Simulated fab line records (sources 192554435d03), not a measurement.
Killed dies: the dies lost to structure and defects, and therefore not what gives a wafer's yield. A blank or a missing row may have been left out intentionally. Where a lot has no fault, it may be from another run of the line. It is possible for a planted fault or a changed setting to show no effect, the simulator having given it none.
Chamber matching + flow n5_finfet + N5_BEOL_M4_DESCUM_16 on rie_diel-05: 4 sister chambers
The step chemistry O2, time 7 s. 8 wafers are shown with their chamber, then 9 later ones without.

== EACH WAFER AND ITS CHAMBER ==
| wafer  | chamber | showerhead_plenum_p_Torr (Torr) | drypump_motor_current_A (A) |
|--------|---------|---------------------------------|-----------------------------|
| L077.4 | 3       | 2.06                            | 5.9                         |
| L076.6 | 3       | 2.06                            | 5.9                         |
| L080.3 | 1       | 2.18                            | 5.6                         |
| L080.5 | 1       | 2.18                            | 5.6                         |
| L082.6 | 2       | 2.13                            | 5.8                         |
| L083.1 | 0       | 2.22                            | 5.1                         |
| L083.4 | 0       | 2.23                            | 5.0                         |
| L083.5 | 2       | 2.13                            | 5.8                         |

== WAFERS WITHOUT THEIR CHAMBER ==
| wafer  | showerhead_plenum_p_Torr (Torr) | drypump_motor_current_A (A) |
|--------|---------------------------------|-----------------------------|
| L085.3 | 2.17                            | 5.6                         |
| L085.5 | 2.22                            | 5.1                         |
| L085.6 | 2.13                            | 5.8                         |
| L086.1 | 2.22                            | 5.1                         |
| L086.5 | 2.22                            | 5.0                         |
| L086.6 | 2.13                            | 5.8                         |
| L091.1 | 2.06                            | 5.9                         |
| L091.2 | 2.22                            | 5.1                         |
| L091.3 | 2.17                            | 5.7                         |

== THE CHAMBER EACH PASSED THROUGH ==
| wafer  | from the rows above | in truth |
|--------|---------------------|----------|
| L085.3 | 1                   | 1        |
| L085.5 | 0                   | 0        |
| L085.6 | 2                   | 2        |
| L086.1 | 0                   | 0        |
| L086.5 | 0                   | 0        |
| L086.6 | 2                   | 2        |
| L091.1 | 3                   | 3        |
| L091.2 | 0                   | 0        |
| L091.3 | 1                   | 1        |
Placed correctly: 9 of 9. From these rows, 0 cannot be placed. Wrongly placed: 0.
How it was worked out, from the rows above alone: a wafer's distance from a chamber is the root of the sum, over the readings, of the square of ((its reading less the chamber's mean) divided by the reading's scatter). If the next closest chamber is less than 2 further off than the closest, the wafer can't be placed; otherwise it belongs to the closest. Each chamber's mean is taken over the wafers shown for it. How the scatter is found: for the shown wafers, subtract from each reading the mean of its chamber, square and add these, divide the total by (wafers less chambers), then take the root.
